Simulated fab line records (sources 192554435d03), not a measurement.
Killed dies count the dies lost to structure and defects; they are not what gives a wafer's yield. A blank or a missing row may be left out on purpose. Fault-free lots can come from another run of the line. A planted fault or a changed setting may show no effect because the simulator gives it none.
What tool caused it? :: flow n5-finfet :: 9 lots with 26 wafers sampled at 5 steps, on a route of 1938 steps

WHAT EACH GAUGE READ, for each wafer
N5_HKMG_FIN_INSPECT_61: inspects for defects (macro).
lot: L870
measured: day 4 23:16
on: defect-inspect-01
raw-defect-count: 0 3 0

lot: L871
measured: day 5 00:27
on: defect-inspect-01
raw-defect-count: 5 5 2

lot: L873
measured: day 5 12:39
on: defect-inspect-01
raw-defect-count: 2 2 3

lot: L876
measured: day 6 11:20
on: defect-inspect-01
raw-defect-count: 2 2 1

lot: L877
measured: day 6 14:12
on: defect-inspect-01
raw-defect-count: 1 0

lot: L879
measured: day 7 00:58
on: defect-inspect-02
raw-defect-count: 0 2 0

lot: L880
measured: day 7 08:14
on: defect-inspect-01
raw-defect-count: 3 3 1

lot: L885
measured: day 8 11:59
on: defect-inspect-01
raw-defect-count: 5 2 5

lot: L889
measured: day 9 11:08
on: defect-inspect-01
raw-defect-count: 1 1 5

N5_HKMG_FIN_CD_MEAS_12: the cd target is 92.8 nm.
lot: L870
measured: day 5 02:46
on: cd-sem-01
cd-nm (nm): 93.5 93.8 93.7

lot: L871
measured: day 5 03:47
on: cd-sem-03
cd-nm (nm): 92.9 92.8 92.3

lot: L873
measured: day 5 16:01
on: cd-sem-03
cd-nm (nm): 93.0 92.6 93.8

lot: L876
measured: day 6 14:40
on: cd-sem-02
cd-nm (nm): 94.0 94.0 94.6

lot: L877
measured: day 6 17:31
on: cd-sem-02
cd-nm (nm): 93.1 93.4

lot: L879
measured: day 7 04:12
on: cd-sem-01
cd-nm (nm): 93.0 93.0 92.3

lot: L880
measured: day 7 12:04
on: cd-sem-03
cd-nm (nm): 93.2 93.9 93.3

lot: L885
measured: day 8 15:27
on: cd-sem-02
cd-nm (nm): 92.9 93.5 93.8

lot: L889
measured: day 9 14:20
on: cd-sem-01
cd-nm (nm): 93.1 92.2 91.8

N5_BEOL_M4_RC_MEAS_101.
lot: L870
measured: day 10 10:26
on: prober-02
DIBL_N (mV/V): 38.8 35.0 36.4
DIBL_P (mV/V): 38.2 33.1 35.1
IOFF_N (nA/um): 0.18 0.12 0.15
IOFF_N_LIN (nA/um): 0.082 0.057 0.070
IOFF_N_LONG (nA/um): 5.07e-05 5.16e-05 5.21e-05
IOFF_P (nA/um): 0.23 0.16 0.20
ION_N (uA/um): 684 666 686
ION_P (uA/um): 466 455 464
SS_N (mV/dec): 71.7 70.6 71.9
SS_P (mV/dec): 73.9 73.1 73.5
VT_N (mV): 252 256 251
VT_N_LONG (mV): 277.6 276.7 277.7
VT_N_LVT (mV): 98 104 98
VT_P (mV): -247 -255 -251

lot: L871
measured: day 10 02:59
on: prober-01
DIBL_N (mV/V): 36.7 36.5 37.5
DIBL_P (mV/V): 36.5 36.4 37.5
IOFF_N (nA/um): 0.17 0.16 0.18
IOFF_N_LIN (nA/um): 0.078 0.072 0.080
IOFF_N_LONG (nA/um): 5.42e-05 5.48e-05 5.53e-05
IOFF_P (nA/um): 0.22 0.20 0.22
ION_N (uA/um): 675 664 682
ION_P (uA/um): 470 455 469
SS_N (mV/dec): 71.0 71.4 72.1
SS_P (mV/dec): 73.9 72.9 74.1
VT_N (mV): 248 251 248
VT_N_LONG (mV): 275.7 276.1 275.4
VT_N_LVT (mV): 97 100 97
VT_P (mV): -249 -251 -248

lot: L873
measured: day 10 15:55
on: prober-01
DIBL_N (mV/V): 35.5 35.7 34.7
DIBL_P (mV/V): 36.4 36.0 34.5
IOFF_N (nA/um): 0.16 0.15 0.13
IOFF_N_LIN (nA/um): 0.077 0.071 0.064
IOFF_N_LONG (nA/um): 5.4e-05 5.44e-05 5.49e-05
IOFF_P (nA/um): 0.22 0.21 0.18
ION_N (uA/um): 679 668 663
ION_P (uA/um): 465 457 451
SS_N (mV/dec): 71.4 71.8 71.7
SS_P (mV/dec): 73.5 72.9 73.5
VT_N (mV): 248 251 253
VT_N_LONG (mV): 275.9 275.1 277.5
VT_N_LVT (mV): 99 101 102
VT_P (mV): -251 -248 -250

lot: L876
measured: day 11 17:00
on: prober-02
DIBL_N (mV/V): 35.4 37.9 36.7
DIBL_P (mV/V): 35.7 38.7 37.3
IOFF_N (nA/um): 0.15 0.21 0.18
IOFF_N_LIN (nA/um): 0.071 0.096 0.081
IOFF_N_LONG (nA/um): 5.64e-05 5.71e-05 5.64e-05
IOFF_P (nA/um): 0.18 0.23 0.20
ION_N (uA/um): 665 697 674
ION_P (uA/um): 457 468 454
SS_N (mV/dec): 71.2 71.7 71.2
SS_P (mV/dec): 72.8 74.1 73.0
VT_N (mV): 251 246 249
VT_N_LONG (mV): 275.1 276.7 275.2
VT_N_LVT (mV): 96 92 95
VT_P (mV): -254 -250 -251

lot: L877
measured: day 12 20:27
on: prober-01
DIBL_N (mV/V): 37.5 38.0
DIBL_P (mV/V): 36.6 38.8
IOFF_N (nA/um): 0.17 0.20
IOFF_N_LIN (nA/um): 0.077 0.089
IOFF_N_LONG (nA/um): 5.81e-05 5.73e-05
IOFF_P (nA/um): 0.23 0.28
ION_N (uA/um): 674 689
ION_P (uA/um): 463 475
SS_N (mV/dec): 71.9 71.8
SS_P (mV/dec): 73.4 73.5
VT_N (mV): 247 246
VT_N_LONG (mV): 272.1 273.9
VT_N_LVT (mV): 99 97
VT_P (mV): -249 -247

lot: L879
measured: day 12 15:33
on: prober-01
DIBL_N (mV/V): 37.1 36.7 35.6
DIBL_P (mV/V): 37.6 35.7 34.2
IOFF_N (nA/um): 0.17 0.15 0.13
IOFF_N_LIN (nA/um): 0.079 0.071 0.064
IOFF_N_LONG (nA/um): 5.21e-05 5.22e-05 5.26e-05
IOFF_P (nA/um): 0.23 0.19 0.18
ION_N (uA/um): 692 681 670
ION_P (uA/um): 464 456 453
SS_N (mV/dec): 72.2 71.4 71.1
SS_P (mV/dec): 73.9 72.4 72.9
VT_N (mV): 248 250 251
VT_N_LONG (mV): 274.5 277.0 277.5
VT_N_LVT (mV): 98 101 103
VT_P (mV): -250 -252 -253

lot: L880
measured: day 13 03:26
on: prober-01
DIBL_N (mV/V): 33.4 35.7 36.9
DIBL_P (mV/V): 34.7 36.9 39.4
IOFF_N (nA/um): 0.13 0.16 0.19
IOFF_N_LIN (nA/um): 0.062 0.073 0.083
IOFF_N_LONG (nA/um): 5.51e-05 5.48e-05 5.47e-05
IOFF_P (nA/um): 0.18 0.22 0.26
ION_N (uA/um): 657 672 668
ION_P (uA/um): 454 461 463
SS_N (mV/dec): 71.0 71.3 72.0
SS_P (mV/dec): 72.7 73.6 74.2
VT_N (mV): 252 250 247
VT_N_LONG (mV): 273.6 273.7 275.0
VT_N_LVT (mV): 100 98 96
VT_P (mV): -250 -250 -248

lot: L885
measured: day 14 11:29
on: prober-02
DIBL_N (mV/V): 34.9 37.0 37.3
DIBL_P (mV/V): 35.0 37.8 37.6
IOFF_N (nA/um): 0.07 0.18 0.18
IOFF_N_LIN (nA/um): 0.035 0.082 0.083
IOFF_N_LONG (nA/um): 3.79e-05 5.75e-05 5.85e-05
IOFF_P (nA/um): 0.19 0.24 0.23
ION_N (uA/um): 455 681 685
ION_P (uA/um): 465 469 467
SS_N (mV/dec): 71.3 71.4 71.3
SS_P (mV/dec): 72.3 73.3 73.4
VT_N (mV): 270 246 244
VT_N_LONG (mV): 294.7 272.2 273.8
VT_N_LVT (mV): 118 95 94
VT_P (mV): -251 -247 -249

lot: L889
measured: day 15 18:29
on: prober-02
DIBL_N (mV/V): 35.4 34.7 40.7
DIBL_P (mV/V): 36.1 35.6 41.8
IOFF_N (nA/um): 0.13 0.13 0.24
IOFF_N_LIN (nA/um): 0.061 0.062 0.104
IOFF_N_LONG (nA/um): 5.31e-05 5.3e-05 5.42e-05
IOFF_P (nA/um): 0.16 0.16 0.26
ION_N (uA/um): 665 662 697
ION_P (uA/um): 456 456 463
SS_N (mV/dec): 71.8 71.1 73.0
SS_P (mV/dec): 72.6 73.2 74.2
VT_N (mV): 254 252 245
VT_N_LONG (mV): 275.6 274.4 274.7
VT_N_LVT (mV): 103 100 92
VT_P (mV): -253 -256 -247

WHAT TOOL EACH LOT RAN ON (gives the tool, then ch and the chambers of the sampled wafers, and finally the start)
lot: L870
N5_HKMG_FIN_ETCH_35: rie-diel-03 ch 1,2,3, day 5 03:09
N5_HKMG_FIN_STRIP_90: rie-diel-06 ch 1,3, day 5 05:48

lot: L871
N5_HKMG_FIN_ETCH_35: rie-diel-03 ch 1,3, day 5 04:16
N5_HKMG_FIN_STRIP_90: rie-diel-03 ch 1,2,3, day 5 06:31

lot: L873
N5_HKMG_FIN_ETCH_35: rie-diel-02 ch 1,3, day 5 16:58
N5_HKMG_FIN_STRIP_90: rie-diel-02 ch 1,2, day 5 19:07

lot: L876
N5_HKMG_FIN_ETCH_35: rie-diel-03 ch 1,2,3, day 6 15:16
N5_HKMG_FIN_STRIP_90: rie-diel-03 ch 1,3, day 6 17:25

lot: L877
N5_HKMG_FIN_ETCH_35: rie-diel-06 ch 0,1, day 6 17:55
N5_HKMG_FIN_STRIP_90: rie-diel-02 ch 1,3, day 6 20:04

lot: L879
N5_HKMG_FIN_ETCH_35: rie-diel-06 ch 0,1,3, day 7 04:35
N5_HKMG_FIN_STRIP_90: rie-diel-06 ch 0,2,3, day 7 06:44

lot: L880
N5_HKMG_FIN_ETCH_35: rie-diel-03 ch 0,3, day 7 12:27
N5_HKMG_FIN_STRIP_90: rie-diel-06 ch 1,2,3, day 7 14:56

lot: L885
N5_HKMG_FIN_ETCH_35: rie-diel-06 ch 0,1,3, day 8 15:50
N5_HKMG_FIN_STRIP_90: rie-diel-06 ch 0,2,3, day 8 18:00

lot: L889
N5_HKMG_FIN_ETCH_35: rie-diel-02 ch 1,2,3, day 9 14:43
N5_HKMG_FIN_STRIP_90: rie-diel-03 ch 0,1,2, day 9 16:56
- N5_HKMG_FIN_ETCH_35: etches SOC in N2/H2, target depth 215.8 nm, time 243.4 s.
- N5_HKMG_FIN_STRIP_90: strips SOC in N2/H2, time 20 s.

WHAT THE TOOLS THEMSELVES READ (means of the sampled wafers that have a number; where no wafer has one, the mark that the record gives instead)
N5_HKMG_FIN_ETCH_35.
lot: L870
tool: rie-diel-03
drypump-motor-current-A (A): 5.9
oes-product-au (a.u.): 0.76
rf-vpp-V (V): 141.7
run-length-s (s): 266.6
showerhead-plenum-p-Torr (Torr): 2.50
throttle-valve-pct (%): 17.95

lot: L871
tool: rie-diel-03
drypump-motor-current-A (A): 6.0
oes-product-au (a.u.): 0.78
rf-vpp-V (V): 142.8
run-length-s (s): 266.8
showerhead-plenum-p-Torr (Torr): 2.58
throttle-valve-pct (%): 18.14

lot: L873
tool: rie-diel-02
drypump-motor-current-A (A): 5.8
oes-product-au (a.u.): 0.75
rf-vpp-V (V): 141.1
run-length-s (s): 266.8
showerhead-plenum-p-Torr (Torr): 2.51
throttle-valve-pct (%): 18.04

lot: L876
tool: rie-diel-03
drypump-motor-current-A (A): 5.9
oes-product-au (a.u.): 0.74
rf-vpp-V (V): 140.9
run-length-s (s): 266.7
showerhead-plenum-p-Torr (Torr): 2.50
throttle-valve-pct (%): 17.97

lot: L877
tool: rie-diel-06
drypump-motor-current-A (A): 5.6
oes-product-au (a.u.): 0.73
rf-vpp-V (V): 142.6
run-length-s (s): 266.6
showerhead-plenum-p-Torr (Torr): 2.63
throttle-valve-pct (%): 17.88

lot: L879
tool: rie-diel-06
drypump-motor-current-A (A): 6.0
oes-product-au (a.u.): 0.72
rf-vpp-V (V): 142.0
run-length-s (s): 267.0
showerhead-plenum-p-Torr (Torr): 2.63
throttle-valve-pct (%): 17.88

lot: L880
tool: rie-diel-03
drypump-motor-current-A (A): 5.3
oes-product-au (a.u.): 0.68
rf-vpp-V (V): 140.8
run-length-s (s): 266.3
showerhead-plenum-p-Torr (Torr): 2.48
throttle-valve-pct (%): 17.78

lot: L885
tool: rie-diel-06
drypump-motor-current-A (A): 5.9
oes-product-au (a.u.): 0.72
rf-vpp-V (V): 142.5
run-length-s (s): 240.7
showerhead-plenum-p-Torr (Torr): 2.62
throttle-valve-pct (%): 17.90

lot: L889
tool: rie-diel-02
drypump-motor-current-A (A): 5.7
oes-product-au (a.u.): 0.70
rf-vpp-V (V): 141.4
run-length-s (s): 266.6
showerhead-plenum-p-Torr (Torr): 2.48
throttle-valve-pct (%): 17.94

N5_HKMG_FIN_STRIP_90.
lot: L870
tool: rie-diel-06
drypump-motor-current-A (A): 6.3
oes-product-au (a.u.): 0.72
rf-vpp-V (V): 54.1
showerhead-plenum-p-Torr (Torr): 3.47
temp-c (C): 40.08
throttle-valve-pct (%): 19.0

lot: L871
tool: rie-diel-03
drypump-motor-current-A (A): 5.9
oes-product-au (a.u.): 0.76
rf-vpp-V (V): 54.4
showerhead-plenum-p-Torr (Torr): 3.31
temp-c (C): 40.07
throttle-valve-pct (%): 19.2

lot: L873
tool: rie-diel-02
drypump-motor-current-A (A): 5.4
oes-product-au (a.u.): 0.72
rf-vpp-V (V): 53.9
showerhead-plenum-p-Torr (Torr): 3.34
temp-c (C): 39.96
throttle-valve-pct (%): 19.3

lot: L876
tool: rie-diel-03
drypump-motor-current-A (A): 6.0
oes-product-au (a.u.): 0.77
rf-vpp-V (V): 54.1
showerhead-plenum-p-Torr (Torr): 3.40
temp-c (C): 40.00
throttle-valve-pct (%): 19.6

lot: L877
tool: rie-diel-02
drypump-motor-current-A (A): 6.0
oes-product-au (a.u.): 0.73
rf-vpp-V (V): 53.5
showerhead-plenum-p-Torr (Torr): 3.29
temp-c (C): 40.05
throttle-valve-pct (%): 19.1

lot: L879
tool: rie-diel-06
drypump-motor-current-A (A): 6.3
oes-product-au (a.u.): 0.71
rf-vpp-V (V): 54.8
showerhead-plenum-p-Torr (Torr): 3.47
temp-c (C): 39.99
throttle-valve-pct (%): 19.4

lot: L880
tool: rie-diel-06
drypump-motor-current-A (A): 6.1
oes-product-au (a.u.): 0.70
rf-vpp-V (V): 55.2
showerhead-plenum-p-Torr (Torr): 3.46
temp-c (C): 39.96
throttle-valve-pct (%): 19.2

lot: L885
tool: rie-diel-06
drypump-motor-current-A (A): 6.3
oes-product-au (a.u.): 0.70
rf-vpp-V (V): 54.5
showerhead-plenum-p-Torr (Torr): 3.47
temp-c (C): 40.01
throttle-valve-pct (%): 19.4

lot: L889
tool: rie-diel-03
drypump-motor-current-A (A): 5.5
oes-product-au (a.u.): 0.83
rf-vpp-V (V): 54.4
showerhead-plenum-p-Torr (Torr): 3.33
temp-c (C): 39.99
throttle-valve-pct (%): 19.2

THE ANSWER, worked out from the rows above alone
Rule: the usual values come from the lots themselves. The widest of any qualifying gaps counts: lots, ordered by their means at a reading, are off when they make up no more than a third of the lots, leave a main group of 4 or more, and stand apart from it by 3 or more times the standard deviation of that group's means. The tables above print the reading to a certain number of digits; a main group whose means all agree to those digits is not used. Also off: a lot with no number at a reading for which 4 or more lots have one. Where the step has rows for the other lots, those lots are counted as sound. Order of review: gauges by route order, followed by the tools' own readings, for which a lot's mean as printed above is used. At the first step where some lot is off, the reading lying furthest off is the one used; lots without a number count as furthest.
Off: at N5_BEOL_M4_RC_MEAS_101 (ION_N), L885. The main group: mean 675 uA/um, standard deviation 5.2.
A tool fits if, at a process step before that reading, it ran every lot that is off, and no sound lot after the first of them. Not tried: the gauges at N5_BEOL_M4_RC_MEAS_101; whatever is off there is also off at N5_HKMG_FIN_ETCH_35, on other tools, and gauge error can't account for it. One fits: N5_HKMG_FIN_ETCH_35 and N5_HKMG_FIN_STRIP_90 on rie-diel-06. At N5_HKMG_FIN_ETCH_35 its last sound lot is L879 (day 7 04:35), its first lot that is off L885 (day 8 15:50): a fault that began between those two fits.
The tool's own readings at N5_HKMG_FIN_ETCH_35 bear it out: on the lots that are off they differ by more than 5 times the standard deviation of the sound lots' means. run-length-s reads 240.7 s there against 266.7 s on the sound lots.

WHAT THE SIMULATOR HAD PUT IN
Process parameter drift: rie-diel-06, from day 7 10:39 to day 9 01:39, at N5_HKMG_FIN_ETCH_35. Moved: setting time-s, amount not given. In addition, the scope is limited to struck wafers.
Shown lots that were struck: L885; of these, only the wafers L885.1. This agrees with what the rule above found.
